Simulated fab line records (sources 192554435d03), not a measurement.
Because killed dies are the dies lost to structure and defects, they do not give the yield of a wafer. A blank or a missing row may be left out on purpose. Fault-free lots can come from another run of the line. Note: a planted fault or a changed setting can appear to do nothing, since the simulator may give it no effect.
Which of the tools did it?    flow n5-finfet    32 wafers from 11 lots sampled at 4 of the route's 1938 steps

WHAT THE GAUGES READ, wafer by wafer
No reading from a measuring or inspecting step in the record can be judged against a usual standard deviation.

WHAT TOOL EACH LOT RAN ON (gives the tool, then ch and the chambers of the sampled wafers, and finally the start)
lot   N5_BEOL_M11_DEGAS_44          N5_BEOL_M11_PRE_CLEAN_45      N5_BEOL_M11_ANNEAL_51             N5_BEOL_M12_ETCH_59
L502  pvd-sputter-03, day 12 00:43  pvd-sputter-03, day 12 00:45  rtp-anneal-02 ch 0, day 12 01:52  rie-diel-04 ch 0,2,3, day 12 03:10
L507  pvd-sputter-03, day 12 23:22  pvd-sputter-03, day 12 23:24  rtp-anneal-01 ch 0, day 13 00:50  rie-diel-05 ch 0,2,3, day 13 02:11
L509  pvd-sputter-02, day 13 23:34  pvd-sputter-02, day 13 23:36  rtp-anneal-02 ch 0, day 14 04:58  rie-diel-02 ch 0,2, day 14 06:20
L510  pvd-sputter-03, day 14 09:40  pvd-sputter-03, day 14 09:43  rtp-anneal-01 ch 0, day 14 10:37  rie-diel-05 ch 1,2, day 14 12:08
L512  pvd-sputter-03, day 14 10:02  pvd-sputter-03, day 14 10:04  rtp-anneal-01 ch 0, day 14 11:03  rie-diel-05 ch 0,2,3, day 14 12:24
L511  pvd-sputter-03, day 14 18:47  pvd-sputter-03, day 14 18:49  rtp-anneal-01 ch 0, day 14 19:58  rie-diel-02 ch 0,3, day 14 23:10
L520  pvd-sputter-01, day 16 05:22  pvd-sputter-01, day 16 05:24  rtp-anneal-01 ch 0, day 16 06:23  rie-diel-04 ch 0,1, day 16 07:47
L521  pvd-sputter-01, day 17 09:48  pvd-sputter-01, day 17 09:50  rtp-anneal-01 ch 0, day 17 12:06  rie-diel-04 ch 0,1,2, day 17 13:38
L523  pvd-sputter-01, day 17 16:16  pvd-sputter-01, day 17 16:18  rtp-anneal-01 ch 0, day 17 17:12  rie-diel-04 ch 0,2,3, day 17 18:32
L522  pvd-sputter-03, day 17 16:51  pvd-sputter-03, day 17 16:53  rtp-anneal-02 ch 0, day 17 17:56  rie-diel-05 ch 0,3, day 17 19:24
L524  pvd-sputter-02, day 17 20:52  pvd-sputter-02, day 17 20:54  rtp-anneal-01 ch 0, day 17 21:55  rie-diel-05 ch 0,3, day 17 23:17
- N5_BEOL_M11_DEGAS_44: time 60 s.
- N5_BEOL_M11_PRE_CLEAN_45: time 30 s.
- N5_BEOL_M11_ANNEAL_51: time 90 s.
- N5_BEOL_M12_ETCH_59: etches BARC in N2/H2, target depth 89 nm, overetch 26.7 nm, time 67.9 s.

AS READ BY THE TOOLS THEMSELVES (means over the sampled wafers that have a number; for cases with no such wafer, the mark the record gives instead)
N5_BEOL_M11_DEGAS_44. Usual: heater-power-w reads 337 W (standard deviation 33).
lot   tool            heater-power-w (W)  flag
L502  pvd-sputter-03  342                 
L507  pvd-sputter-03  353                 
L509  pvd-sputter-02  337                 
L510  pvd-sputter-03  306                 
L512  pvd-sputter-03  356                 
L511  pvd-sputter-03  330                 
L520  pvd-sputter-01  313                 
L521  pvd-sputter-01  309                 
L523  pvd-sputter-01  332                 
L522  pvd-sputter-03  347                 
L524  pvd-sputter-02  369                 

N5_BEOL_M11_PRE_CLEAN_45. Usual: heater-power-w reads 338 W (standard deviation 33).
lot   tool            heater-power-w (W)  flag
L502  pvd-sputter-03  348                 
L507  pvd-sputter-03  357                 
L509  pvd-sputter-02  334                 
L510  pvd-sputter-03  302                 
L512  pvd-sputter-03  357                 
L511  pvd-sputter-03  329                 
L520  pvd-sputter-01  318                 
L521  pvd-sputter-01  311                 
L523  pvd-sputter-01  340                 
L522  pvd-sputter-03  344                 
L524  pvd-sputter-02  370                 

N5_BEOL_M11_ANNEAL_51. Usual: wafer_temp_C_max reads 225.87 (standard deviation 0.28).
lot   tool           wafer_temp_C_max  flag
L502  rtp-anneal-02  225.68            
L507  rtp-anneal-01  225.85            
L509  rtp-anneal-02  226.33            
L510  rtp-anneal-01  225.55            
L512  rtp-anneal-01  225.87            
L511  rtp-anneal-01  225.69            
L520  rtp-anneal-01  225.76            
L521  rtp-anneal-01  225.49            
L523  rtp-anneal-01  225.99            
L522  rtp-anneal-02  226.07            
L524  rtp-anneal-01  225.59            

N5_BEOL_M12_ETCH_59. Usual: bias-w 150.0 W, standard deviation 0.44; chamber-pressure-mTorr 30.000 mTorr, standard deviation 0.026; drypump-motor-current-A 5.7 A, standard deviation 0.41; oes-product-au 0.69 a.u., standard deviation 0.086; rf-fwd-power-W 834.0 W, standard deviation 3; rf-vpp-V 524.5 V, standard deviation 2.9; showerhead-plenum-p-Torr 2.57 Torr, standard deviation 0.095; throttle-valve-pct 17.86 %, standard deviation 0.28.
lot   tool         bias-w (W)  chamber-pressure-mTorr (mTorr)  drypump-motor-current-A (A)  oes-product-au (a.u.)  rf-fwd-power-W (W)  rf-vpp-V (V)  showerhead-plenum-p-Torr (Torr)  throttle-valve-pct (%)  flag
L502  rie-diel-04  150.3       29.999                          5.8                          0.62                   833.4               521.7         2.49                             17.92                   
L507  rie-diel-05  149.9       30.017                          5.7                          0.60                   833.2               523.8         2.55                             18.10                   
L509  rie-diel-02  149.6       29.975                          6.0                          0.73                   832.7               528.0         2.68                             17.63                   
L510  rie-diel-05  134.5       29.994                          6.0                          0.68                   832.8               492.9         2.66                             17.88                   OFF
L512  rie-diel-05  135.0       30.003                          5.7                          0.69                   834.4               489.0         2.55                             17.96                   OFF
L511  rie-diel-02  150.5       29.992                          5.2                          0.77                   834.2               525.1         2.57                             17.59                   
L520  rie-diel-04  150.2       30.023                          5.4                          0.73                   833.7               522.6         2.55                             17.82                   
L521  rie-diel-04  150.1       30.007                          5.6                          0.73                   830.5               524.1         2.58                             17.69                   
L523  rie-diel-04  149.7       29.984                          5.8                          0.73                   831.2               524.4         2.58                             17.75                   
L522  rie-diel-05  149.7       29.999                          5.9                          0.66                   834.1               522.1         2.50                             18.00                   
L524  rie-diel-05  150.0       30.021                          5.7                          0.72                   835.8               522.2         2.50                             18.01                   

THE ANSWER, worked out from the rows above alone
Rule: take the mean of a lot's wafers that have a number; if it is more than 3 standard deviations from the usual mean, the lot is off. A lot without any number at a reading at which 4 lots or more have one is off too. Where the step has rows for the other lots, those lots are counted as sound. The gauges are gone through in route order, then the tools' own readings, and for those a lot's mean is taken as printed above. At the first step where some lot is off, the reading lying furthest off is the one used; lots without a number count as furthest.
Off: L510, L512, at N5_BEOL_M12_ETCH_59 (bias-w).
If a tool, at that step or one of the process steps before it, ran each lot that is off and ran no sound lot following the first of them, it fits. No candidate that was tried fits.

WHAT THE SIMULATOR PUT IN
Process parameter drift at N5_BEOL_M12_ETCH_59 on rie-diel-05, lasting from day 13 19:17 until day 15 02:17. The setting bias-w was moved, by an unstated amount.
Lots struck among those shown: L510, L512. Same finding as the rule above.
